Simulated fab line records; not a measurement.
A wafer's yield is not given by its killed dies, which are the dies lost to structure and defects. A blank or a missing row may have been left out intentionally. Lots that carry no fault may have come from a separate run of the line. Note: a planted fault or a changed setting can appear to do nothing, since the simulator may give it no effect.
Chamber matching :: flow nand-harc :: NHARC_P_CONTACT_ETCH_36 on rie-diel-13 has 4 sister chambers
The step etches the open film in N2/H2, target depth 260 nm, time 406.25 s. 4 wafers are shown with their chamber, then 7 later ones without.

== EACH WAFER AND ITS CHAMBER ==
wafer: L541.1
chamber: 2
rf-vpp-V (V): 432.1

wafer: L541.6
chamber: 0
rf-vpp-V (V): 430.9

wafer: L549.2
chamber: 3
rf-vpp-V (V): 426.1

wafer: L549.4
chamber: 1
rf-vpp-V (V): 433.4

== WAFERS WITHOUT THEIR CHAMBER ==
wafer: L549.5
rf-vpp-V (V): 426.8

wafer: L550.1
rf-vpp-V (V): 429.8

wafer: L550.2
rf-vpp-V (V): 426.8

wafer: L550.3
rf-vpp-V (V): 433.7

wafer: L551.1
rf-vpp-V (V): 428.8

wafer: L551.4
rf-vpp-V (V): 433.9

wafer: L551.6
rf-vpp-V (V): 430.4

== WHICH CHAMBER EACH WENT THROUGH ==
wafer: L549.5
from the rows above: 3
in truth: 3

wafer: L550.1
from the rows above: can't be placed: 0 or 2
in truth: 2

wafer: L550.2
from the rows above: 3
in truth: 3

wafer: L550.3
from the rows above: can't be placed: 1 or 2
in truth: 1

wafer: L551.1
from the rows above: can't be placed: 0 or 3 or 2
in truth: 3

wafer: L551.4
from the rows above: can't be placed: 1 or 2
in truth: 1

wafer: L551.6
from the rows above: can't be placed: 0 or 2
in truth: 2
Correctly placed: 2 of 7. These rows do not allow placing 5 (true chamber among the candidates in 5). Wrongly placed: 0.
How it was worked out, from the rows above alone: a wafer's distance from a chamber is the root of the sum, over the readings, of the square of ((its reading less the chamber's mean) divided by the reading's scatter). If the next closest chamber is less than 2 further off than the closest, the wafer can't be placed; otherwise it belongs to the closest. The mean given for a chamber averages the wafers shown for that chamber. The scatter (one wafer shown for each chamber): square how far every hidden wafer sits from the nearest shown wafer, average those squares and take the square root.
